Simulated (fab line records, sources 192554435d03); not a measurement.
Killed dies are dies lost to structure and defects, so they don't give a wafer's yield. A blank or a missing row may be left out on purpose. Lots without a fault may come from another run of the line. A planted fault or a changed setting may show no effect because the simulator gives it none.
Which tool did it? | flow n5_finfet | 10 lots, 30 wafers sampled, at 1 step of a route of 1938

WHAT THE GAUGES READ, wafer by wafer
N5_BEOL_M15_CD_MEAS_17: target cd 360 nm. Usual: cd_nm 361.1 nm, standard deviation 2.1.
lot  | measured     | on        | cd_nm (nm)        | flag
L984 | day 11 23:43 | cd_sem-03 | 355.9 355.7 358.5 |
L983 | day 12 02:10 | cd_sem-03 | 362.7 358.6 363.5 |
L985 | day 12 08:09 | cd_sem-01 | 360.7 360.7 361.9 |
L990 | day 13 06:25 | cd_sem-02 | 360.0 356.8 362.5 |
L992 | day 13 23:17 | cd_sem-03 | 360.4 362.3 360.8 |
L993 | day 14 07:58 | cd_sem-02 | 363.4 360.8 363.9 |
L994 | day 14 11:03 | cd_sem-03 | 357.9 360.4 362.4 |
L104 | day 17 03:38 | cd_sem-02 | 360.2 362.3 362.4 |
L105 | day 17 12:43 | cd_sem-02 | 360.5 358.7 361.8 |
L106 | day 17 16:49 | cd_sem-03 | 360.7 358.7 362.7 |

WHICH TOOL RAN EACH LOT (tool, then ch and the chambers of the sampled wafers, then the start)
The record holds no process step before these readings.

WHAT THE TOOLS THEMSELVES READ (means of the sampled wafers that have a number; where no wafer has one, the mark that the record gives instead)
The record holds no such reading with a usual standard deviation.

THE ANSWER, worked out from the rows above alone
Rule: a lot is off if the mean of its wafers that have a number lies more than 3 standard deviations from the usual mean. A lot without any number at a reading at which 4 lots or more have one is off too. The other lots that the step has rows for count as sound. The gauges are gone through in route order, then the tools' own readings, and for those a lot's mean is taken as printed above. The first step at which some lot is off is used, and at that step the reading that is off furthest; a lot without a number counts as furthest.
No lot is off at any reading shown: from this, nothing can be told.

WHAT THE SIMULATOR HAD PUT IN
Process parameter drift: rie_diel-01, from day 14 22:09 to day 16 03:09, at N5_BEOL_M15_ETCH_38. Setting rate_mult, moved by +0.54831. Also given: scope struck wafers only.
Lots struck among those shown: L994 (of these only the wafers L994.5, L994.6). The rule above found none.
